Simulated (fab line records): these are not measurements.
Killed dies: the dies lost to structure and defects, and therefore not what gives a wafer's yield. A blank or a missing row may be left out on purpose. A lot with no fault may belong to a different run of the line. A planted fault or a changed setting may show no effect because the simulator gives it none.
Comparing a struck lot with a sound one || flow nand harc || 15 out of 1302 route steps
Sound: wafers L343.1, L343.3, L343.4. Struck: wafer L359.1. (L359.2, L359.5 of the same lot were not struck and are left out.) The cause comes at the end.
Order at every step that has rows: each side's tool, ch and its chambers, its first start. Under that, the readings that differ: sound wafers || struck wafers || difference of the means || sigmas: that difference in standard deviations of wafers without a fault.
alike: words and numbers the same on both sides, and readings whose means are apart by under 2 such deviations; not compared: readings that were withheld, readings missing a value for some wafer, numbers with overlapping values and no deviation given by the record, and bounds like >300 which may hide the same value.
A row with sigmas, a row that says differs or no value, or rows on one side alone: a step with any of these is where the two part. Numbers that don't overlap but have no deviation are shown without sigmas and don't part them. Lack of a reading on every wafer of one side parts them only where that side has two or more wafers.

first, 1 step without rows for these wafers: NHARC_P_CONTACT_DESCUM_17 (chemistry O2, time 3 s).
NHARC_P_CONTACT_ETCH_35: etches the open film in CF4, target depth 39 nm, time 65 s.
  sound on rie diel-02 ch 0,1,2, day 6 08:25; struck on rie diel-02 ch 2, day 13 02:08
{"reading": "rf hours counter h (h)", "sound": "1.2 1.2 1.2", "struck": 2.2, "difference": "+1.0", "sigmas": ""}
{"reading": "throttle valve pct (%)", "sound": "13.276 13.271 13.280", "struck": 13.302, "difference": "+0.026", "sigmas": "+3"}
  alike: bias w, drypump motor current A, oes product au, rf vpp V, showerhead plenum p Torr
then, 1 step without rows for these wafers: NHARC_P_CONTACT_ETCH_36 (etches the open film in N2/H2, target depth 260 nm, time 406.25 s).
NHARC_P_CONTACT_ETCH_18: etches the open film in C4F8/O2/Ar, target depth 481 nm, time 240.5 s.
  sound: rie diel-02 ch 0,1,2; struck: rie diel-02 ch 0
{"reading": "oes product au (a.u.)", "sound": "0.952 0.934 0.954", "struck": 0.990, "difference": "+0.043", "sigmas": "+2"}
{"reading": "rf hours counter h (h)", "sound": "1.4 1.4 1.4", "struck": 2.1, "difference": "+0.7", "sigmas": ""}
  alike: bias w, rf vpp V
then, 2 steps without rows for these wafers: NHARC_P_CONTACT_STRIP_37 (strips in C4F8/O2/Ar); NHARC_P_CONTACT_ETCH_31 (etches the open film in CH3F/O2, target depth 30 nm, time 85.7 s).
NHARC_P_CONTACT_CD_MEAS_19:
  struck on cd sem-02, day 13 02:55; sound on cd sem-03, day 6 09:12
  alike: cd nm
then, 2 steps without rows for these wafers: NHARC_P_CONTACT_STRIP_28 (strips in O2); NHARC_P_CONTACT_STRIP_29 (strips in post etch residue remover, time 1200 s).
NHARC_P_CONTACT_DEGAS_38: time 60 s.
  struck on pvd sputter-03, day 13 03:37; sound on pvd sputter-03, day 6 09:55
  alike: heater power w
then, 1 step without rows for these wafers: NHARC_P_CONTACT_PRE_CLEAN_39 (time 19.5 s).
NHARC_P_CONTACT_PVD_32: deposits Ti, target thk 5 nm, time 17.7 s.
  sound on pvd sputter-03; struck on pvd sputter-03
  alike: throttle valve pct
NHARC_P_CONTACT_ALD_22: deposits TiN, target thk 3 nm, pulse time 1 s, ald cycles 150.
  sound on ald metal-03 ch 0,1,2, day 6 10:11; struck on ald metal-03 ch 2, day 13 03:52
{"reading": "ald cycles", "sound": "150 150 150", "struck": 68, "difference": -82, "sigmas": ""}
  alike: heater power w, precursor pulse height rel
NHARC_P_CONTACT_CVD_23: deposits W, target thk 200 nm, time 557 s.
  sound: cvd w-01 ch 0,1; struck: cvd w-01 ch 1
  alike: chamber pressure Torr, heater power w, throttle valve pct
-- jump in the record: it breaks off in module P_CONTACT and resumes in module END (first step shown: number 1302 of the route), and 18 days separate the struck wafers' starts before and after --
NHARC_END_SORT_01:
  sound on prober-02 ch 0, day 24 16:13; struck on prober-01 ch 0, day 31 15:29
{"reading": "killed at periphery", "sound": "4 5 7", "struck": 630, "difference": "+625", "sigmas": "+99 or more"}
{"reading": "killed dies", "sound": "76 58 70", "struck": 677, "difference": "+609", "sigmas": "+32"}
  alike: killed at array, killed at other, killed open, killed short

## WHERE THEY PART
Last at NHARC_END_SORT_01 as far as this record goes, first at NHARC_P_CONTACT_ETCH_35.

WHY: the cause the simulator had injected
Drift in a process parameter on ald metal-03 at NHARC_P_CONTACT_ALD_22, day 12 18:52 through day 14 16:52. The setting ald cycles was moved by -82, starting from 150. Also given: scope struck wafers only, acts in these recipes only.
